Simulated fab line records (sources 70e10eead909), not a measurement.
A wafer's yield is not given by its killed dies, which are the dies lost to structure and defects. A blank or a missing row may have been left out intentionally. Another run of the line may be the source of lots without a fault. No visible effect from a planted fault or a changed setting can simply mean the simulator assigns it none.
fab line records | flow nand-harc
record: lots: 5 wafers: 15 last-day: 31
route steps=1302 shown P_GATE@170
lots that met no fault: taken from a fault-free run of the same line
start-h: start of the lot's first displayed wafer, in hours after the record's first day | wait-h: hours since the lot's step before | " repeats the value in the row above | L1.1+2: several wafers, shown together as one row | - value missing, or start not given | * or withheld: withheld | < > ~ a bound
route shown NAME@n: NAME is a module with steps in the file, n the number in the route of the first one | usual: the fault-free wafers' mean and standard deviation | same: alike in all rows | chamber/n: place in a boat | sites: the reading at each site | _std_site: the values' standard deviation | _edge_site: outer sites' mean less inner sites' | radius-mm: how far each site lies from the wafer's centre | mask NAME#n: copy n | behind: the most recent tool/chamber to have shaped the wafer | hold: why the lot went on hold/how many hours it stayed there/how the hold came to an end | device: transistor that didn't switch, given as n, p or np | end of line: the same wafers' tests at the end of the route | for a step that has no rows: nothing shown but its recipe | killed: dies that structure and defects cost at the first sort, which is not the same as the wafer's yield | map: dies across one wafer; x = killed, . = not, _ = none there
set.NAME: the setting that was run; set.NAME@STEP: the one run at that earlier step | model.NAME: the simulator's own value behind a step, which no gauge read
certain route steps with their lots: each step a table, each wafer a row
services: the hour from which a tool's chamber was out of use, counted from the record's first day as start-h (under 0 if before that day), plus the number of hours and why
== steps ==
step: NHARC_P_GATE_CD_MEAS_46
recipe: target-cd-nm: 720 landing-energy-ev: 500
usual: cd-nm: 720.0/2.5
columns lot.wafer tool chamber start-h wait-h cd-nm
L378.3 cd-sem-02 0 109.25 - 723.2
L378.5 " 0 " " 718.9
L378.6 " 0 " " 717.8
L382.1 cd-sem-03 0 148.15 - 717.2
L382.5 " 0 " " 715.9
L382.6 " 0 " " 721.1
L393.1 cd-sem-02 0 256.33 - 721.9
L393.2 " 0 " " 724.4
L393.4 " 0 " " 724.3
L392.1 cd-sem-03 0 256.67 - 719.8
L392.2 " 0 " " 716.5
L392.5 " 0 " " 715.1
L394.4 cd-sem-02 0 273.32 - 720.0
L394.5 " 0 " " 717.3
L394.6 " 0 " " 715.5
step: NHARC_P_GATE_HARDBAKE_47
recipe: temp-c: 125 time-s: 80
step: NHARC_P_GATE_DESCUM_48
recipe: time-s: 3 o2-flow-sccm: 200 ar-flow-sccm: 0 bias-power-w: 0 chemistry: O2
usual: chamber-pressure-mTorr: 60.00/0.05 drypump-motor-current-A: 5.9/0.36 oes-product-au: 1.002/0.014 rf-vpp-V: 57.7/0.82 showerhead-plenum-p-Torr: 1.89/0.083 throttle-valve-pct: 11.312/0.0095
columns lot.wafer tool chamber start-h wait-h chamber-pressure-mTorr drypump-motor-current-A oes-product-au rf-hours-counter-h rf-vpp-V showerhead-plenum-p-Torr throttle-valve-pct
L378.3 rie-diel-12 0 109.42 - 60.03 5.9 0.985 0.4 57.0 1.84 11.315
L378.6 " 3 " " 59.98 6.2 1.012 - 58.5 1.81 11.311
L378.5 " 0 " " 60.03 5.9 0.980 - 57.0 1.84 11.306
L382.1 rie-diel-08 3 148.35 - 60.10 5.4 1.014 6.0 58.5 1.86 11.307
L382.5 " 0 " " 59.93 5.2 1.002 - 58.7 1.97 11.320
L382.6 " 1 " " 60.02 5.4 0.987 - 56.5 1.84 11.316
L393.2 rie-diel-12 2 256.48 - 60.03 5.6 0.982 10.2 56.9 1.81 11.281
L393.1 " 3 " " 60.02 6.2 1.013 10.0 59.4 1.81 11.327
L393.4 " 3 " " 60.06 6.2 1.004 - 58.4 1.81 11.308
L392.2 rie-diel-06 2 256.83 - 59.89 6.0 1.005 5.3 57.6 1.99 11.311
L392.1 " 1 " " 59.95 6.2 1.021 4.5 56.9 1.78 11.300
L392.5 " 2 " " 60.12 6.0 0.994 - 58.4 1.99 11.299
L394.4 rie-diel-06 3 273.56 - 59.96 5.6 1.015 7.2 58.4 1.89 11.310
L394.6 " 1 " " 59.98 6.1 1.025 - 58.1 1.78 11.321
L394.5 " 2 " " 60.02 6.0 0.999 - 57.8 1.99 11.307
step: NHARC_P_GATE_IMPLANT_49
recipe: energy-kev: 30 dose-cm2: 3e+15 tilt-deg: 7
step: NHARC_P_GATE_STRIP_111
recipe: power-w: 1500 temp-c: 110 time-s: 250 chemistry: N2/H2
usual: drypump-motor-current-A: 5.7/0.32 heater-power-w: 92/10 rf-refl-power-W: 19/5.2
columns lot.wafer tool chamber start-h wait-h drypump-motor-current-A heater-power-w rf-hours-counter-h rf-refl-power-W
L378.3 plasma-asher-02 1 109.87 0.2 5.9 99 - 13
L378.5 " 1 " " 5.9 99 - 13
L378.6 " 0 " " 5.5 87 - 23
L382.1 plasma-asher-01 0 148.73 0.2 5.4 106 35 24
L382.6 " 1 " " 6.1 79 - 14
L382.5 " 0 " " 5.4 101 - 23
L393.2 plasma-asher-01 0 256.88 0.2 5.4 104 20 23
L393.1 " 1 " " 6.1 81 20 14
L393.4 " 0 " " 5.4 102 - 25
L392.1 plasma-asher-01 1 257.25 0.2 6.1 80 20 14
L392.2 " 0 " " 5.4 101 20 26
L392.5 " 0 " " 5.4 105 - 25
L394.4 plasma-asher-02 0 274.00 0.2 5.5 89 - 24
L394.6 " 0 " " 5.5 89 - 22
L394.5 " 1 " " 5.9 93 - 13
step: NHARC_P_GATE_STRIP_75
recipe: power-w: 1500 temp-c: 250 chemistry: O2
usual: drypump-motor-current-A: 5.7/0.31 heater-power-w: 344/38 rf-refl-power-W: 19/5.1
columns lot.wafer tool chamber start-h wait-h drypump-motor-current-A heater-power-w rf-hours-counter-h rf-refl-power-W
L378.3 plasma-asher-02 1 110.09 0.2 5.9 375 - 13
L378.5 " 1 " " 5.9 384 - 14
L378.6 " 0 " " 5.5 332 - 23
L382.1 plasma-asher-01 0 148.99 0.2 5.4 384 35 25
L382.6 " 1 " " 6.1 286 - 14
L382.5 " 0 " " 5.4 388 - 23
L393.2 plasma-asher-01 0 257.18 0.3 5.4 393 20 22
L393.1 " 1 " " 6.0 299 20 14
L393.4 " 0 " " 5.4 389 - 23
L392.1 plasma-asher-01 1 257.55 0.3 6.1 300 21 13
L392.2 " 0 " " 5.4 378 21 23
L392.5 " 0 " " 5.4 379 - 24
L394.4 plasma-asher-02 0 274.23 0.2 5.4 338 - 23
L394.6 " 0 " " 5.5 334 - 25
L394.5 " 1 " " 6.0 355 - 13
step: NHARC_P_GATE_STRIP_50
recipe: time-s: 900 temp-c: 130 chemistry: SPM
step: NHARC_P_GATE_DEHYDRATE_51
recipe: temp-c: 150 time-s: 120
step: NHARC_P_GATE_HMDS_52
recipe: time-s: 30
step: NHARC_P_GATE_COAT_53
recipe: spin-rpm: 3000
step: NHARC_P_GATE_SOFTBAKE_54
recipe: temp-c: 122 time-s: 95
step: NHARC_P_GATE_EBR_55
step: NHARC_P_GATE_EXPOSE_56
recipe: na: 0.6 target-cd-nm: 720 dose-mj: 14.81 mask-id: P_PSD
columns lot.wafer tool chamber start-h wait-h mask
L378.3+5+6 krf-scanner-04 0 110.85 - P_PSD#0
L382.1+5+6 krf-scanner-01 0 149.62 - P_PSD_R1#0
L393.1+2+4 krf-scanner-04 0 257.82 - P_PSD#0
L392.1+2+5 krf-scanner-01 0 258.31 - P_PSD#0
L394.4+5+6 krf-scanner-04 0 274.99 - P_PSD#0
step: NHARC_P_GATE_PEB_57
recipe: peb-temp-c: 118 peb-time-s: 85
step: NHARC_P_GATE_DEVELOP_58
recipe: time-s: 70
step: NHARC_P_GATE_CD_MEAS_59
recipe: target-cd-nm: 720 landing-energy-ev: 500
usual: cd-nm: 719.2/2.4
columns lot.wafer tool chamber start-h wait-h cd-nm
L378.3 cd-sem-01 0 111.00 - 720.9
L378.5 " 0 " " 721.3
L378.6 " 0 " " 719.1
L382.1 cd-sem-02 0 149.78 - 786.6
L382.5 " 0 " " 786.4
L382.6 " 0 " " 787.6
L393.1 cd-sem-02 0 257.98 - 719.4
L393.2 " 0 " " 716.9
L393.4 " 0 " " 718.1
L392.1 cd-sem-03 0 258.47 - 720.5
L392.2 " 0 " " 718.2
L392.5 " 0 " " 721.1
L394.4 cd-sem-01 0 275.14 - 714.1
L394.5 " 0 " " 717.1
L394.6 " 0 " " 718.7
step: NHARC_P_GATE_HARDBAKE_60
recipe: temp-c: 125 time-s: 80
== services ==
columns tool chamber start-h hours kind
rie-diel-12 - 91.40 9.0 pm
krf-scanner-01 - 100.96 1.2 repair
rie-diel-06 0 101.14 32.2 repair
krf-scanner-04 - 116.00 0.7 repair
rie-diel-06 1 126.31 24.1 repair
rie-diel-06 2 129.34 1.4 repair
rie-diel-06 - 130.20 9.0 pm
krf-scanner-01 - 140.00 4.0 pm
rie-diel-06 0 143.19 13.9 repair
plasma-asher-02 - 154.81 11.1 repair
plasma-asher-01 - 165.20 9.0 pm
rie-diel-08 1 171.81 2.3 repair
krf-scanner-04 - 183.13 4.0 pm
rie-diel-08 - 190.80 9.0 pm
plasma-asher-02 - 216.69 4.6 repair
krf-scanner-01 - 217.44 1.5 repair
rie-diel-08 1 221.98 10.4 repair
rie-diel-08 0 224.03 3.3 repair
plasma-asher-02 - 229.38 6.2 repair
krf-scanner-01 - 242.95 0.6 repair
rie-diel-12 1 243.10 13.9 repair
plasma-asher-02 - 249.04 9.0 pm
rie-diel-06 0 250.52 12.5 repair
rie-diel-12 - 268.40 9.0 pm
== key ==
first-sign: step: NHARC_P_GATE_EXPOSE_56 reading: mask direction: changed
effect: step: NHARC_P_GATE_CD_MEAS_59 reading: cd-nm direction: up sigmas: 29 usual: 719.2 struck: 786.9
met-at NHARC_P_GATE_EXPOSE_56
struck-wafers L382.1,L382.5,L382.6
sort-left-out L382.1,L382.5,L382.6
tester-left-out L382
fault: kind: wrong-mask tool: any chamber: - onset-h: 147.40 steps: NHARC_P_GATE_EXPOSE_56 aux-copy: P_PSD_R1#0 cd-offset-nm: 66.201 scope: struck-lots-only
tester-left-out: of these lots the tester's yield and bins aren't shown, on N5 and GAA mostly nor the transistor test; their killed dies are dies lost to structure and defects alone, not to doping, threshold or leakage, so they don't give the yield
sort-left-out: the simulated sort isn't trusted on such a fault, so these wafers' sort isn't shown, and their yield isn't known
